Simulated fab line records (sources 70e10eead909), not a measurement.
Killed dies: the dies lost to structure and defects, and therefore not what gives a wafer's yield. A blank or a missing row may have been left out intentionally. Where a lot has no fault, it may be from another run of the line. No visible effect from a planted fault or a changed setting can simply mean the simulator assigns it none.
What tool caused it? :: flow nand_harc :: 6 lots with 18 wafers sampled at 5 steps, on a route of 1302 steps

== WHAT THE GAUGES READ, wafer by wafer ==
NHARC_END_SORT_01.
lot: L907
measured: day 25 08:40
on: prober-02
killed_open: 8 2 1

lot: L914
measured: day 28 14:19
on: prober-01
killed_open: 5 3 2

lot: L918
measured: day 30 01:54
on: prober-01
killed_open: 4 1 5

== WHICH TOOL RAN EACH LOT (tool, then ch and the chambers of the sampled wafers, then the start) ==
lot: L907
NHARC_A_CHANNEL_FILL_D2_ALD_03: ald_sin_batch-03 ch 0, day 15 13:33 or earlier
NHARC_A_CHANNEL_FILL_D2_ANNEAL_22: furnace-01 ch 0, day 15 13:33
NHARC_A_CHANNEL_FILL_D2_ALD_25: ald_hk-03 ch 1,2, day 15 17:37
NHARC_A_CHANNEL_FILL_D2_CMP_10: cmp-03 ch 0,1,2, day 16 05:55

lot: L909
NHARC_A_CHANNEL_FILL_D2_ALD_03: ald_sin_batch-02 ch 0, day 16 10:55 or earlier
NHARC_A_CHANNEL_FILL_D2_ANNEAL_22: furnace-05 ch 0, day 16 10:55
NHARC_A_CHANNEL_FILL_D2_ALD_25: ald_hk-04 ch 0,2,3, day 16 15:39
NHARC_A_CHANNEL_FILL_D2_CMP_10: cmp-04 ch 0,3, day 17 02:31

lot: L914
NHARC_A_CHANNEL_FILL_D2_ALD_03: ald_sin_batch-03 ch 0, day 18 17:23 or earlier
NHARC_A_CHANNEL_FILL_D2_ANNEAL_22: furnace-01 ch 0, day 18 17:23
NHARC_A_CHANNEL_FILL_D2_ALD_25: ald_hk-03 ch 1,2, day 18 22:05
NHARC_A_CHANNEL_FILL_D2_CMP_10: cmp-03 ch 0,1,3, day 19 08:45

lot: L918
NHARC_A_CHANNEL_FILL_D2_ALD_03: ald_sin_batch-02 ch 0, day 20 19:05 or earlier
NHARC_A_CHANNEL_FILL_D2_ANNEAL_22: furnace-01 ch 0, day 20 19:05
NHARC_A_CHANNEL_FILL_D2_ALD_25: ald_hk-02 ch 0,2,3, day 21 01:10
NHARC_A_CHANNEL_FILL_D2_CMP_10: cmp-04 ch 0,1,2, day 21 10:37

lot: L920
NHARC_A_CHANNEL_FILL_D2_ALD_03: ald_sin_batch-02 ch 0, day 20 19:05 or earlier
NHARC_A_CHANNEL_FILL_D2_ANNEAL_22: furnace-01 ch 0, day 20 19:05
NHARC_A_CHANNEL_FILL_D2_ALD_25: ald_hk-04 ch 1,2,3, day 20 23:47
NHARC_A_CHANNEL_FILL_D2_CMP_10: cmp-01 ch 0,1,2, day 21 10:32

lot: L928
NHARC_A_CHANNEL_FILL_D2_ALD_03: ald_sin_batch-03 ch 0, day 24 13:40 or earlier
NHARC_A_CHANNEL_FILL_D2_ANNEAL_22: furnace-04 ch 0, day 24 13:40
NHARC_A_CHANNEL_FILL_D2_ALD_25: ald_hk-04 ch 0,1,3, day 24 17:44
NHARC_A_CHANNEL_FILL_D2_CMP_10: cmp-03 ch 1,2,3, day 25 05:02
- NHARC_A_CHANNEL_FILL_D2_ALD_03: deposits SiNx, target thk 6 nm, pulse time 60 s, ald cycles 58.
- NHARC_A_CHANNEL_FILL_D2_ANNEAL_22: time 7200 s.
- NHARC_A_CHANNEL_FILL_D2_ALD_25: deposits SiOx, target thk 60 nm, pulse time 10 s, ald cycles 600.
- NHARC_A_CHANNEL_FILL_D2_CMP_10: polishes, target thk 150 nm.

== THE ANSWER, worked out from the rows above alone ==
Rule: usual is defined by the lots themselves. The widest of any qualifying gaps counts: lots, ordered by their means at a reading, are off when they make up no more than a third of the lots, leave a main group of 4 or more, and stand apart from it by 3 or more times the standard deviation of that group's means. A main group is skipped when, at the precision printed for the reading in the tables above, its means are all equal. Also off: a lot with no number at a reading for which 4 or more lots have one. Where the step has rows for the other lots, those lots are counted as sound.
Across all readings shown, no lot is off: no conclusion can be drawn from this.

== WHAT WAS PUT IN BY THE SIMULATOR ==
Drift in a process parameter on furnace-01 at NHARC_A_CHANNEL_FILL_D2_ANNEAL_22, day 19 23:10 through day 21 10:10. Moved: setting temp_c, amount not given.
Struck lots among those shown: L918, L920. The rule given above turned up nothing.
